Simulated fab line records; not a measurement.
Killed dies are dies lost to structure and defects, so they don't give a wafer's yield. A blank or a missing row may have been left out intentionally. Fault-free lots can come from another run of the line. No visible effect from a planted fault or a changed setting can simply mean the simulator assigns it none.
fab line records	flow nand_harc
[record] lots = 24	wafers = 72	last_day = 25
route steps=1159 shown P_GATE@205 P_M2@331 P_BONDPAD@351
lots untouched by any fault: they come from a run of this same line in which no faults occurred
start_h: the number of hours between the record's first day and the start of the first shown wafer of the lot	wait_h: time in hours since the lot's previous step	" repeats the value in the row above	L1.1+2: several wafers, shown together as one row	- no value, or no start given	* or withheld: withheld	< > ~ a bound
route shown NAME@n: NAME is a module with steps in the file, n the number in the route of the first one	usual: the fault-free wafers' mean and standard deviation	same: alike in all rows	chamber/n: place in a boat	sites: the reading at each site	_std_site: how widely they spread, as a standard deviation	_edge_site: outer sites' mean less inner sites'	radius_mm: how far each site lies from the wafer's centre	mask NAME#n: copy n	behind: the most recent tool/chamber to have shaped the wafer	hold: cause of the lot's hold/its duration in hours/its outcome	device: transistor that didn't switch, given as n, p or np	end of line: at the end of the route, the tests of the same wafers	where a step has no rows: the recipe by itself	killed: dies lost to structure and defects at the first sort, not the wafer's yield	map: a wafer's dies, x killed, . not, _ none there
set.NAME: the run value of the setting; set.NAME@STEP: its run value at that earlier step	model.NAME: the simulator's own value behind a step, which no gauge read
steps of the route over a sample of lots; a table a step, a row a wafer
services: from which hour (start_h, from the record's first day; less than 0 if before it) a tool's chamber was out of use, for how many hours, and why
[[steps]]
[step NHARC_P_GATE_STRIP_95]
[recipe] power_w = 1500	temp_c = 250	chemistry = O2
[usual] drypump_motor_current_A = 5.73/0.2	heater_power_w = 341/28
lot.wafer	tool	chamber	start_h	wait_h	drypump_motor_current_A	heater_power_w	rf_hours_counter_h
L074.1	plasma_asher-01	1	109.13	0.6	5.44	362	1
L074.3	"	1	"	"	5.51	361	-
L074.4	"	0	"	"	5.96	362	-
L076.2	plasma_asher-02	0	115.47	0.6	5.68	303	34
L076.1	"	1	"	"	5.81	335	34
L076.5	"	0	"	"	5.70	314	-
L075.2	plasma_asher-02	1	116.25	0.6	5.82	322	35
L075.6	"	1	"	"	5.81	330	-
L075.5	"	0	"	"	5.68	307	-
L077.1	plasma_asher-01	0	121.56	0.6	5.95	373	5
L077.6	"	0	"	"	5.93	365	-
L077.5	"	1	"	"	5.43	360	-
L078.1	plasma_asher-01	1	133.55	0.5	5.38	359	10
L078.4	"	1	"	"	5.42	362	-
L078.5	"	0	"	"	5.95	371	-
L079.1	plasma_asher-02	1	136.22	0.5	5.85	326	40
L079.3	"	0	"	"	5.71	311	-
L079.5	"	0	"	"	5.72	301	-
L081.2	plasma_asher-02	1	141.05	0.6	5.84	319	42
L081.1	"	0	"	"	5.68	309	42
L081.4	"	1	"	"	5.85	328	-
L080.4	plasma_asher-01	1	141.43	0.4	5.39	364	-
L080.6	"	1	"	"	5.44	366	-
L080.5	"	0	"	"	5.97	371	-
L083.1	plasma_asher-01	0	158.03	0.6	5.97	374	17
L083.4	"	0	"	"	5.94	362	-
L083.5	"	1	"	"	5.44	367	-
L082.2	plasma_asher-02	1	158.36	0.5	5.82	317	46
L082.5	"	0	"	"	5.67	307	-
L082.6	"	1	"	"	5.83	325	-
L085.2	plasma_asher-01	1	167.22	0.5	5.42	361	21
L085.3	"	1	"	"	5.41	364	-
L085.6	"	1	"	"	5.41	373	-
L084.1	plasma_asher-02	1	168.08	0.5	5.79	325	51
L084.3	"	1	"	"	5.83	323	-
L084.6	"	1	"	"	5.83	328	-
L086.2	plasma_asher-01	1	183.12	0.5	5.44	368	26
L086.4	"	0	"	"	5.96	365	-
L086.3	"	1	"	"	5.41	369	-
L087.2	plasma_asher-02	0	183.43	0.6	5.75	309	56
L087.4	"	1	"	"	5.82	328	-
L087.5	"	0	"	"	5.71	308	-
L088.3	plasma_asher-01	1	193.18	0.4	5.45	358	-
L088.5	"	1	"	"	5.42	361	-
L088.6	"	0	"	"	5.95	362	-
L089.1	plasma_asher-02	1	200.44	0.5	5.84	337	3
L089.4	"	0	"	"	5.68	288	-
L089.6	"	1	"	"	5.80	336	-
L090.1	plasma_asher-01	0	201.19	0.5	5.91	365	36
L090.3	"	1	"	"	5.41	362	-
L090.6	"	1	"	"	5.41	369	-
L091.4	plasma_asher-02	1	209.68	0.3	5.83	337	-
L091.6	"	0	"	"	5.66	296	-
L091.5	"	1	"	"	5.85	335	-
L092.2	plasma_asher-02	1	219.46	0.5	5.84	345	9
L092.5	"	0	"	"	5.72	290	-
L092.6	"	1	"	"	5.83	337	-
L093.1	plasma_asher-01	1	221.54	0.6	5.39	370	42
L093.3	"	1	"	"	5.42	366	-
L093.5	"	1	"	"	5.37	361	-
L094.2	plasma_asher-01	0	227.40	0.5	5.92	368	43
L094.4	"	1	"	"	5.44	368	-
L094.3	"	0	"	"	5.93	371	-
L095.1	plasma_asher-01	1	232.67	0.6	5.45	364	45
L095.2	"	0	"	"	5.95	372	45
L095.6	"	0	"	"	5.95	361	-
L096.4	plasma_asher-02	0	238.60	0.3	5.65	287	-
L096.5	"	1	"	"	5.83	331	-
L096.6	"	0	"	"	5.65	295	-
L097.2	plasma_asher-02	1	252.24	0.6	5.83	341	17
L097.5	"	1	"	"	5.83	336	-
L097.6	"	0	"	"	5.67	291	-
[step NHARC_P_GATE_RTA_82]
[recipe] temp_c = 450	time_s = 30
[usual] lamp_power_pct = 4.26/0.18	wafer_temp_C_max = 452.8/0.66
lot.wafer	tool	chamber	start_h	wait_h	lamp_power_pct	wafer_temp_C_max
L074.1	rtp_anneal-01	0	110.77	-	4.43	454.4
L074.3	"	0	"	"	4.43	453.7
L074.4	"	0	"	"	4.44	452.9
L076.1	rtp_anneal-01	0	117.43	-	4.44	453.4
L076.2	"	0	"	"	4.44	453.1
L076.5	"	0	"	"	4.44	454.4
L075.2	rtp_anneal-01	0	118.78	-	4.44	453.2
L075.5	"	0	"	"	4.44	453.4
L075.6	"	0	"	"	4.44	452.8
L077.1	rtp_anneal-02	0	123.53	-	4.09	452.3
L077.5	"	0	"	"	4.09	452.5
L077.6	"	0	"	"	4.09	452.4
L078.1	rtp_anneal-01	0	135.17	-	4.44	452.4
L078.4	"	0	"	"	4.44	452.5
L078.5	"	0	"	"	4.44	452.6
L079.1	rtp_anneal-02	0	137.85	-	4.08	451.4
L079.3	"	0	"	"	4.09	452.4
L079.5	"	0	"	"	4.09	452.8
L081.1	rtp_anneal-01	0	142.69	-	4.44	453.5
L081.2	"	0	"	"	4.44	454.3
L081.4	"	0	"	"	4.44	453.5
L080.4	rtp_anneal-02	0	143.15	-	4.10	452.5
L080.5	"	0	"	"	4.08	452.4
L080.6	"	0	"	"	4.09	452.4
L083.1	rtp_anneal-02	0	159.67	-	4.09	452.4
L083.4	"	0	"	"	4.09	451.7
L083.5	"	0	"	"	4.08	452.2
L082.2	rtp_anneal-01	0	160.01	-	4.44	453.0
L082.5	"	0	"	"	4.44	453.5
L082.6	"	0	"	"	4.44	453.4
L085.2	rtp_anneal-02	0	168.86	-	4.09	451.6
L085.3	"	0	"	"	4.09	451.9
L085.6	"	0	"	"	4.09	452.2
L084.1	rtp_anneal-02	0	169.72	-	4.09	452.6
L084.3	"	0	"	"	4.09	453.0
L084.6	"	0	"	"	4.09	453.2
L086.2	rtp_anneal-02	0	184.76	-	4.09	453.2
L086.3	"	0	"	"	4.09	451.8
L086.4	"	0	"	"	4.09	452.2
L087.2	rtp_anneal-01	0	185.08	-	4.44	454.3
L087.4	"	0	"	"	4.44	453.2
L087.5	"	0	"	"	4.44	452.7
L088.3	rtp_anneal-01	0	195.12	-	4.44	453.3
L088.5	"	0	"	"	4.44	452.9
L088.6	"	0	"	"	4.44	453.4
L089.1	rtp_anneal-02	0	202.06	-	4.09	452.8
L089.4	"	0	"	"	4.09	453.2
L089.6	"	0	"	"	4.09	452.9
L090.1	rtp_anneal-02	0	202.84	-	4.08	453.5
L090.3	"	0	"	"	4.09	452.4
L090.6	"	0	"	"	4.09	452.7
L091.4	rtp_anneal-02	0	211.35	-	4.09	451.9
L091.5	"	0	"	"	4.10	452.5
L091.6	"	0	"	"	4.09	452.2
L092.2	rtp_anneal-02	0	221.13	-	4.09	452.4
L092.5	"	0	"	"	4.09	452.7
L092.6	"	0	"	"	4.09	452.8
L093.1	rtp_anneal-01	0	223.19	-	4.44	451.7
L093.3	"	0	"	"	4.44	452.3
L093.5	"	0	"	"	4.45	452.4
L094.2	rtp_anneal-02	0	229.06	-	4.09	452.8
L094.3	"	0	"	"	4.09	452.0
L094.4	"	0	"	"	4.09	452.9
L095.1	rtp_anneal-01	0	234.29	-	4.45	453.1
L095.2	"	0	"	"	4.44	454.5
L095.6	"	0	"	"	4.44	453.0
L096.4	rtp_anneal-01	0	240.28	-	4.45	452.6
L096.5	"	0	"	"	4.44	452.5
L096.6	"	0	"	"	4.44	452.9
L097.2	rtp_anneal-01	0	254.36	-	4.44	452.4
L097.5	"	0	"	"	4.44	453.5
L097.6	"	0	"	"	4.44	453.9
[step NHARC_P_M2_DESCUM_14]
[recipe] time_s = 3	o2_flow_sccm = 200	ar_flow_sccm = 0	bias_power_w = 0	chemistry = O2
[usual] drypump_motor_current_A = 6.0/0.6	oes_product_au = 0.999/0.012	rf_vpp_V = 57.9/0.9	showerhead_plenum_p_Torr = 1.92/0.085	throttle_valve_pct = 11.312/0.0095
lot.wafer	tool	chamber	start_h	wait_h	drypump_motor_current_A	oes_product_au	rf_hours_counter_h	rf_vpp_V	showerhead_plenum_p_Torr	throttle_valve_pct
L074.1	rie_diel-09	3	134.44	0.1	6.6	0.997	2	57.3	1.79	11.315
L074.3	"	0	"	"	6.4	0.997	2	58.3	1.98	11.305
L074.4	"	1	"	"	5.7	1.019	2	56.7	1.91	11.332
L076.2	rie_diel-09	0	137.89	0.1	6.4	1.006	2	57.3	1.98	11.307
L076.1	"	2	"	"	4.9	0.997	2	58.2	2.02	11.306
L076.5	"	0	"	"	6.4	0.999	-	58.3	1.98	11.321
L075.2	rie_diel-10	3	138.71	0.1	5.2	0.989	52	57.0	1.85	11.303
L075.6	"	1	"	"	6.7	1.001	-	57.9	1.87	11.315
L075.5	"	2	"	"	6.2	0.999	-	58.7	1.97	11.318
L077.1	rie_diel-03	3	143.04	0.1	5.8	0.992	19	57.9	1.94	11.320
L077.6	"	2	"	"	5.7	0.982	-	58.2	2.05	11.298
L077.5	"	3	"	"	5.8	0.979	-	57.0	1.94	11.307
L078.1	rie_diel-09	3	152.07	0.1	6.6	0.991	3	57.4	1.79	11.318
L078.5	"	0	"	"	6.4	0.992	-	57.6	1.98	11.300
L078.4	"	1	"	"	5.7	1.013	-	58.3	1.91	11.320
L079.3	rie_diel-09	1	152.67	0.1	5.7	1.021	3	58.7	1.91	11.305
L079.1	"	3	"	"	6.6	1.000	3	56.7	1.79	11.312
L079.5	"	3	"	"	6.6	1.003	-	57.9	1.79	11.301
L081.1	rie_diel-09	1	159.75	0.1	5.7	1.018	3	57.5	1.91	11.310
L081.2	"	3	"	"	6.5	1.007	3	58.2	1.79	11.329
L081.4	"	1	"	"	5.7	1.011	-	57.4	1.91	11.316
L080.5	rie_diel-09	3	159.94	0.1	6.6	0.999	-	57.8	1.79	11.307
L080.6	"	0	"	"	6.4	0.992	-	58.1	1.98	11.307
L080.4	"	1	"	"	5.7	1.017	-	58.2	1.91	11.316
L083.1	rie_diel-03	0	180.62	0.1	6.4	1.000	24	56.8	1.88	11.303
L083.4	"	1	"	"	5.7	0.986	27	57.3	1.82	11.321
L083.5	"	1	"	"	5.7	0.986	-	58.9	1.82	11.306
L082.2	rie_diel-09	0	181.45	0.1	6.4	1.001	4	58.8	1.98	11.300
L082.5	"	2	"	"	4.9	0.990	-	58.2	2.02	11.307
L082.6	"	3	"	"	6.6	0.996	-	56.8	1.79	11.310
L085.3	rie_diel-09	2	183.15	0.1	4.9	0.991	3	59.1	2.02	11.295
L085.2	"	3	"	"	6.6	0.996	4	57.9	1.79	11.328
L085.6	"	0	"	"	6.4	0.989	-	59.2	1.98	11.310
L084.1	rie_diel-09	3	184.80	0.1	6.6	0.999	4	57.5	1.79	11.310
L084.3	"	0	"	"	6.4	1.000	4	57.4	1.98	11.293
L084.6	"	0	"	"	6.4	0.993	-	57.0	1.98	11.312
L086.4	rie_diel-09	1	200.82	0.1	5.7	1.027	5	58.3	1.91	11.298
L086.2	"	2	"	"	4.9	0.993	3	58.9	2.02	11.299
L086.3	"	0	"	"	6.4	0.999	5	59.3	1.98	11.309
L087.2	rie_diel-09	2	201.86	0.1	4.9	0.993	4	57.2	2.02	11.326
L087.4	"	0	"	"	6.4	0.994	5	58.7	1.98	11.322
L087.5	"	1	"	"	5.7	1.014	-	58.3	1.91	11.309
L088.3	rie_diel-10	0	210.20	0.1	5.4	1.005	10	58.1	1.98	11.303
L088.6	"	2	"	"	6.2	1.010	-	57.3	1.97	11.320
L088.5	"	3	"	"	5.1	0.999	-	56.9	1.84	11.310
L089.1	rie_diel-09	0	219.33	0.1	6.4	0.984	6	57.3	1.98	11.308
L089.4	"	2	"	"	4.9	0.977	4	57.9	2.02	11.321
L089.6	"	1	"	"	5.7	1.001	-	58.0	1.91	11.321
L090.1	rie_diel-09	0	220.00	0.1	6.4	0.993	6	59.0	1.98	11.332
L090.3	"	2	"	"	4.9	0.975	4	58.8	2.02	11.312
L090.6	"	1	"	"	5.7	1.012	-	58.1	1.91	11.324
L091.4	rie_diel-09	1	232.47	0.1	5.7	1.023	6	58.6	1.91	11.306
L091.6	"	3	"	"	6.6	0.998	-	57.5	1.79	11.307
L091.5	"	0	"	"	6.4	0.993	-	58.2	1.98	11.309
L092.2	rie_diel-09	2	240.43	0.1	4.9	0.988	5	57.5	2.02	11.326
L092.5	"	2	"	"	4.9	0.985	-	58.3	2.02	11.311
L092.6	"	3	"	"	6.6	1.006	-	57.2	1.79	11.311
L093.1	rie_diel-09	0	240.80	0.1	6.4	0.992	6	58.4	1.98	11.319
L093.3	"	1	"	"	5.7	1.012	7	58.3	1.91	11.319
L093.5	"	2	"	"	4.9	0.986	-	59.2	2.02	11.314
L094.4	rie_diel-09	0	243.47	0.1	6.4	0.999	7	57.8	1.98	11.329
L094.2	"	1	"	"	5.7	1.023	7	57.8	1.91	11.322
L094.3	"	2	"	"	4.9	0.995	5	59.0	2.02	11.308
L095.1	rie_diel-09	2	249.07	0.1	4.9	0.979	5	58.3	2.02	11.305
L095.2	"	3	"	"	6.6	0.998	7	56.0	1.79	11.317
L095.6	"	3	"	"	6.6	0.998	-	56.9	1.79	11.310
L096.4	rie_diel-03	3	254.79	0.1	5.8	0.991	4	58.1	1.93	11.305
L096.6	"	3	"	"	5.8	1.008	-	57.2	1.93	11.292
L096.5	"	0	"	"	6.4	1.010	-	57.4	1.88	11.299
L097.2	rie_diel-10	0	272.79	0.1	5.5	0.999	35	58.8	1.98	11.313
L097.6	"	0	"	"	5.4	0.994	-	59.9	1.98	11.315
L097.5	"	1	"	"	6.7	0.982	-	56.5	1.85	11.313
[step NHARC_P_M2_PVD_20]
[recipe] target_thk_a = 50	bias_v = 168.6	power_w = 15000	chamber_pressure_pa = 0.12	time_s = 8.06	substrate_temp_c = 50	material = TaN
[usual] chamber_pressure_pa = 0.12/0.00023	throttle_valve_pct = 30.1/1.1
lot.wafer	tool	chamber	start_h	wait_h	chamber_pressure_pa	throttle_valve_pct
L074.4	pvd_sputter-01	-	-	-	0.11947	29.8
L074.3	"	-	"	"	0.11967	28.7
L074.1	"	-	"	"	0.11992	31.2
L076.1	pvd_sputter-01	-	-	-	0.12005	30.8
L076.2	"	-	"	"	0.11978	29.0
L076.5	"	-	"	"	0.12016	30.8
L075.2	pvd_sputter-02	-	-	-	0.11989	30.5
L075.6	"	-	"	"	0.12021	30.3
L075.5	"	-	"	"	0.12006	28.8
L077.1	pvd_sputter-03	-	-	-	0.12008	32.1
L077.5	"	-	"	"	0.11962	29.0
L077.6	"	-	"	"	0.12035	29.3
L078.1	pvd_sputter-03	-	-	-	0.12011	29.6
L078.4	"	-	"	"	0.11929	32.0
L078.5	"	-	"	"	0.12019	29.7
L079.1	pvd_sputter-01	-	-	-	0.1202	30.8
L079.3	"	-	"	"	0.12016	29.8
L079.5	"	-	"	"	0.12038	31.0
L081.1	pvd_sputter-03	-	-	-	0.12027	32.1
L081.4	"	-	"	"	0.1201	30.5
L081.2	"	-	"	"	0.11998	29.6
L080.4	pvd_sputter-02	-	-	-	0.12014	31.3
L080.5	"	-	"	"	0.1199	30.4
L080.6	"	-	"	"	0.11998	29.3
L083.1	pvd_sputter-01	-	-	-	0.12004	29.9
L083.4	"	-	"	"	0.12056	28.3
L083.5	"	-	"	"	0.12023	29.7
L082.2	pvd_sputter-03	-	-	-	0.12046	32.1
L082.6	"	-	"	"	0.12007	28.7
L082.5	"	-	"	"	0.12022	29.6
L085.2	pvd_sputter-01	-	-	-	0.12012	29.5
L085.3	"	-	"	"	0.11975	28.4
L085.6	"	-	"	"	0.12003	31.4
L084.1	pvd_sputter-01	-	-	-	0.12018	29.9
L084.3	"	-	"	"	0.12	28.5
L084.6	"	-	"	"	0.11996	28.7
L086.4	pvd_sputter-03	-	-	-	0.11994	30.2
L086.3	"	-	"	"	0.11986	28.8
L086.2	"	-	"	"	0.12012	29.4
L087.2	pvd_sputter-01	-	-	-	0.11992	29.7
L087.4	"	-	"	"	0.11985	28.3
L087.5	"	-	"	"	0.11982	31.3
L088.3	pvd_sputter-03	-	-	-	0.11977	29.4
L088.6	"	-	"	"	0.11998	29.5
L088.5	"	-	"	"	0.12011	31.9
L089.1	pvd_sputter-03	-	-	-	0.11966	29.0
L089.4	"	-	"	"	0.11997	29.5
L089.6	"	-	"	"	0.11983	28.8
L090.1	pvd_sputter-01	-	-	-	0.12015	29.7
L090.3	"	-	"	"	0.12024	31.3
L090.6	"	-	"	"	0.11997	29.6
L091.4	pvd_sputter-02	-	-	-	0.12025	30.9
L091.6	"	-	"	"	0.12045	28.8
L091.5	"	-	"	"	0.12014	30.7
L092.2	pvd_sputter-02	-	-	-	0.11992	28.5
L092.5	"	-	"	"	0.12017	30.5
L092.6	"	-	"	"	0.12047	31.3
L093.1	pvd_sputter-02	-	-	-	0.1202	28.7
L093.3	"	-	"	"	0.11964	30.7
L093.5	"	-	"	"	0.11963	30.7
L094.4	pvd_sputter-02	-	-	-	0.12007	30.4
L094.2	"	-	"	"	0.11997	30.8
L094.3	"	-	"	"	0.1196	28.7
L095.1	pvd_sputter-01	-	-	-	0.12038	28.5
L095.2	"	-	"	"	0.11974	30.3
L095.6	"	-	"	"	0.1199	28.3
L096.4	pvd_sputter-01	-	-	-	0.12016	28.6
L096.5	"	-	"	"	0.11991	28.4
L096.6	"	-	"	"	0.11989	31.5
L097.2	pvd_sputter-02	-	-	-	0.1194	30.9
L097.6	"	-	"	"	0.11993	31.3
L097.5	"	-	"	"	0.12008	31.0
[step NHARC_P_M2_PRE_CLEAN_32]
[recipe] time_s = 12	temp_c = 370	rf_power_w = 300	gas = NH3
[usual] heater_power_w = 626/66	susceptor_temp_C = 369.98/0.2
lot.wafer	tool	chamber	start_h	wait_h	heater_power_w	since_wet_clean_h	susceptor_temp_C
L074.1	pecvd-02	0	137.26	0.2	656	152	369.73
L074.3	"	1	"	"	760	152	370.11
L074.4	"	0	"	"	646	-	369.89
L076.1	pecvd-01	1	140.69	0.1	614	71	369.86
L076.2	"	2	"	"	596	71	369.82
L076.5	"	2	"	"	615	-	369.77
L075.2	pecvd-01	2	141.36	0.1	578	72	369.72
L075.5	"	0	"	"	718	-	369.78
L075.6	"	1	"	"	671	-	370.12
L077.1	pecvd-03	1	145.77	0.1	542	22	369.79
L077.6	"	1	"	"	552	-	369.52
L077.5	"	2	"	"	555	-	369.86
L078.1	pecvd-03	2	154.87	0.1	558	31	369.88
L078.5	"	2	"	"	544	-	370.04
L078.4	"	0	"	"	689	-	370.13
L079.1	pecvd-01	1	155.64	0.1	643	86	370.23
L079.3	"	2	"	"	528	86	369.86
L079.5	"	2	"	"	524	-	370.03
L081.1	pecvd-03	1	162.63	0.1	562	39	370.02
L081.2	"	0	"	"	690	39	370.39
L081.4	"	1	"	"	560	-	369.97
L080.5	pecvd-01	1	162.67	0.1	570	-	369.59
L080.6	"	2	"	"	590	-	370.02
L080.4	"	0	"	"	721	-	370.03
L083.1	pecvd-03	1	183.71	0.2	595	60	370.00
L083.5	"	1	"	"	594	-	370.20
L083.4	"	0	"	"	720	-	370.07
L082.2	pecvd-03	1	184.10	0.1	579	60	369.70
L082.6	"	0	"	"	617	-	369.76
L082.5	"	2	"	"	581	-	369.80
L085.2	pecvd-02	2	186.19	0.1	603	20	369.97
L085.3	"	0	"	"	603	20	370.08
L085.6	"	2	"	"	589	-	370.04
L084.3	pecvd-01	2	187.49	0.1	537	118	370.17
L084.1	"	1	"	"	663	118	370.20
L084.6	"	2	"	"	537	-	369.96
L086.3	pecvd-02	2	204.24	0.8	575	38	369.65
L086.2	"	1	"	"	673	38	369.77
L086.4	"	2	"	"	568	-	370.06
L087.2	pecvd-01	0	204.84	0.4	681	136	370.00
L087.4	"	0	"	"	669	-	369.70
L087.5	"	2	"	"	596	-	369.86
L088.3	pecvd-02	0	212.89	0.1	594	47	370.29
L088.5	"	1	"	"	768	-	370.24
L088.6	"	2	"	"	611	-	369.66
L089.1	pecvd-01	1	222.02	0.1	597	153	370.02
L089.4	"	0	"	"	628	-	370.16
L089.6	"	1	"	"	593	-	370.26
L090.1	pecvd-03	2	222.71	0.1	635	99	369.75
L090.3	"	0	"	"	723	99	369.91
L090.6	"	0	"	"	702	-	370.05
L091.6	pecvd-03	2	235.33	0.1	534	-	370.43
L091.5	"	0	"	"	730	-	370.30
L091.4	"	1	"	"	593	-	369.85
L092.2	pecvd-03	2	243.34	0.1	643	119	370.46
L092.6	"	2	"	"	636	-	370.26
L092.5	"	0	"	"	727	-	369.59
L093.1	pecvd-03	1	243.68	0.1	549	120	370.12
L093.3	"	2	"	"	537	120	370.17
L093.5	"	0	"	"	663	-	370.00
L094.2	pecvd-02	2	246.10	0.1	579	80	370.00
L094.3	"	0	"	"	600	80	370.07
L094.4	"	2	"	"	588	-	370.06
L095.2	pecvd-03	2	251.73	0.1	660	128	369.85
L095.1	"	0	"	"	704	128	369.81
L095.6	"	0	"	"	694	-	370.01
L096.5	pecvd-02	2	258.03	0.1	536	-	369.80
L096.4	"	0	"	"	630	-	370.06
L096.6	"	1	"	"	761	-	370.01
L097.2	pecvd-03	2	275.47	0.1	628	151	370.22
L097.6	"	1	"	"	525	-	369.96
L097.5	"	2	"	"	621	-	370.07
[step NHARC_P_BONDPAD_DEP_00]
[recipe] target_thk_a = 2500	temp_c = 370	target_thk_nm = 250	pressure_torr = 3	flow_sccm = 200	rf_w = 450	material = SiCN
[usual] heater_power_w = 585/63	susceptor_temp_C = 370.00/0.22
lot.wafer	tool	chamber	start_h	wait_h	heater_power_w	since_wet_clean_h	susceptor_temp_C
L074.1	pecvd-02	2	-	-	507	153	369.93
L074.3	"	0	"	"	566	153	369.95
L074.4	"	2	"	"	519	-	370.19
L076.1	pecvd-02	2	141.22	-	603	156	369.86
L076.2	"	0	"	"	569	156	370.20
L076.5	"	1	"	"	682	-	369.92
L075.2	pecvd-02	2	141.90	-	564	157	369.94
L075.6	"	1	"	"	656	-	370.06
L075.5	"	2	"	"	576	-	369.72
L077.1	pecvd-02	1	146.34	-	716	161	369.82
L077.6	"	1	"	"	709	-	369.65
L077.5	"	0	"	"	600	-	369.98
L078.1	pecvd-03	0	-	-	681	31	370.15
L078.5	"	1	"	"	502	-	369.75
L078.4	"	2	"	"	605	-	370.23
L079.3	pecvd-03	2	156.19	-	534	32	370.01
L079.1	"	0	"	"	538	32	370.18
L079.5	"	0	"	"	564	-	369.98
L081.2	pecvd-03	0	-	-	655	39	369.81
L081.1	"	1	"	"	539	39	369.64
L081.4	"	0	"	"	542	-	370.38
L080.6	pecvd-01	2	-	-	581	-	370.31
L080.4	"	0	"	"	585	-	369.66
L080.5	"	1	"	"	616	-	370.01
L083.1	pecvd-01	0	184.18	-	669	115	369.88
L083.5	"	0	"	"	558	-	369.62
L083.4	"	1	"	"	586	-	370.23
L082.2	pecvd-02	2	184.58	-	525	19	370.09
L082.5	"	2	"	"	544	-	369.76
L082.6	"	1	"	"	704	-	370.39
L085.3	pecvd-01	2	186.72	-	562	117	370.08
L085.2	"	0	"	"	568	117	370.07
L085.6	"	2	"	"	574	-	369.81
L084.3	pecvd-02	1	188.01	-	700	22	369.94
L084.1	"	2	"	"	563	22	369.98
L084.6	"	1	"	"	708	-	370.00
L086.2	pecvd-03	1	204.76	-	544	81	369.88
L086.3	"	2	"	"	569	81	370.19
L086.4	"	1	"	"	530	-	370.02
L087.2	pecvd-01	0	-	-	633	136	370.01
L087.4	"	1	"	"	568	-	369.95
L087.5	"	2	"	"	588	-	370.18
L088.3	pecvd-01	2	213.44	-	561	144	370.05
L088.5	"	2	"	"	567	-	370.10
L088.6	"	0	"	"	634	-	369.91
L089.1	pecvd-01	0	-	-	683	153	369.90
L089.6	"	0	"	"	692	-	369.98
L089.4	"	2	"	"	556	-	369.97
L090.3	pecvd-02	2	223.24	-	490	57	370.39
L090.1	"	0	"	"	545	57	370.22
L090.6	"	1	"	"	647	-	369.91
L091.4	pecvd-03	1	-	-	537	-	369.51
L091.5	"	2	"	"	508	-	369.92
L091.6	"	0	"	"	535	-	370.06
L092.2	pecvd-02	0	243.88	-	599	78	370.25
L092.6	"	0	"	"	597	-	369.97
L092.5	"	2	"	"	533	-	370.55
L093.1	pecvd-02	2	244.20	-	537	78	369.87
L093.3	"	0	"	"	540	78	370.16
L093.5	"	1	"	"	706	-	370.37
L094.2	pecvd-02	2	-	-	541	81	369.91
L094.3	"	0	"	"	495	81	369.83
L094.4	"	1	"	"	651	-	369.83
L095.2	pecvd-01	1	252.22	-	633	2	370.15
L095.1	"	0	"	"	613	2	369.94
L095.6	"	0	"	"	641	-	370.12
L096.4	pecvd-03	2	258.65	-	483	-	369.75
L096.6	"	0	"	"	646	-	370.50
L096.5	"	1	"	"	451	-	369.90
L097.2	pecvd-01	0	276.01	-	598	26	370.63
L097.5	"	2	"	"	554	-	370.11
L097.6	"	0	"	"	600	-	370.01
[[services]]
tool	chamber	start_h	hours	kind
rtp_anneal-02	-	90.02	1.1	repair
rie_diel-03	3	98.17	3.2	repair
pvd_sputter-03	-	98.27	1.3	repair
plasma_asher-01	-	99.00	9.0	pm
rie_diel-03	3	101.92	2.9	repair
pvd_sputter-03	-	102.00	10.0	pm
pecvd-03	-	111.02	13.0	pm
plasma_asher-02	-	122.45	5.3	repair
pvd_sputter-03	-	130.64	9.9	repair
rie_diel-09	2	144.04	23.7	repair
pecvd-02	-	153.00	13.0	pm
pvd_sputter-01	-	158.00	10.0	pm
pvd_sputter-03	-	169.42	2.5	repair
rie_diel-03	-	169.72	0.3	repair
pvd_sputter-02	-	181.17	4.7	repair
plasma_asher-02	-	183.50	9.0	pm
plasma_asher-01	-	204.99	0.9	repair
pvd_sputter-02	-	214.00	10.0	pm
pecvd-01	-	237.33	13.0	pm
pvd_sputter-01	-	252.47	1.9	repair
rie_diel-09	-	254.13	9.0	pm
pecvd-01	1	256.58	26.1	repair
pvd_sputter-01	-	273.56	2.2	repair
plasma_asher-01	-	276.00	9.0	pm
[[key]]
fault none
